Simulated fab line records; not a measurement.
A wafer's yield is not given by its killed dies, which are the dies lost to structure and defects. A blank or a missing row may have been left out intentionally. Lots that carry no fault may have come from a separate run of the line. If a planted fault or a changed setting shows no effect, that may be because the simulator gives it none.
Chamber matching + flow n5Finfet + N5_BEOL_M2_DESCUM_33 on rieDiel-05: 4 sister chambers
The step chemistry O2, time 7 s. 4 wafers are shown with their chamber, then 11 later ones without.

== WAFERS, EACH WITH ITS CHAMBER ==
| wafer  | chamber | showerheadPlenumPTorr (Torr) |
|--------|---------|------------------------------|
| L083.3 | 1       | 2.23                         |
| L083.4 | 0       | 2.21                         |
| L083.6 | 3       | 2.25                         |
| L085.2 | 2       | 2.10                         |

== WAFERS WITHOUT THEIR CHAMBER ==
| wafer  | showerheadPlenumPTorr (Torr) |
|--------|------------------------------|
| L085.3 | 2.23                         |
| L085.6 | 2.10                         |
| L086.3 | 2.25                         |
| L086.5 | 2.25                         |
| L086.6 | 2.10                         |
| L097.1 | 2.20                         |
| L097.2 | 2.22                         |
| L097.3 | 2.09                         |
| L097.4 | 2.24                         |
| L097.5 | 2.24                         |
| L097.6 | 2.09                         |

== CHAMBER TAKEN BY EACH ==
| wafer  | from the rows above     | in truth |
|--------|-------------------------|----------|
| L085.3 | 1                       | 1        |
| L085.6 | 2                       | 2        |
| L086.3 | 3                       | 3        |
| L086.5 | 3                       | 3        |
| L086.6 | 2                       | 2        |
| L097.1 | 0                       | 0        |
| L097.2 | can't be placed: 1 or 0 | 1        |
| L097.3 | 2                       | 2        |
| L097.4 | can't be placed: 3 or 1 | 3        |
| L097.5 | can't be placed: 3 or 1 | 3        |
| L097.6 | 2                       | 2        |
Placed correctly: 8 of 11. Can't be placed from these rows: 3 (the true chamber is among the candidates in 3). Placed wrongly: 0.
How it was worked out, from the rows above alone: a wafer's distance from a chamber is the root of the sum, over the readings, of the square of ((its reading less the chamber's mean) divided by the reading's scatter). The wafer belongs to the nearest chamber; if the next one is less than 2 further off, it can't be placed. Each chamber's mean is taken over the wafers shown for it. The scatter: with one shown wafer a chamber, the root of the mean of the squares of how far each hidden wafer lies from its nearest shown one.
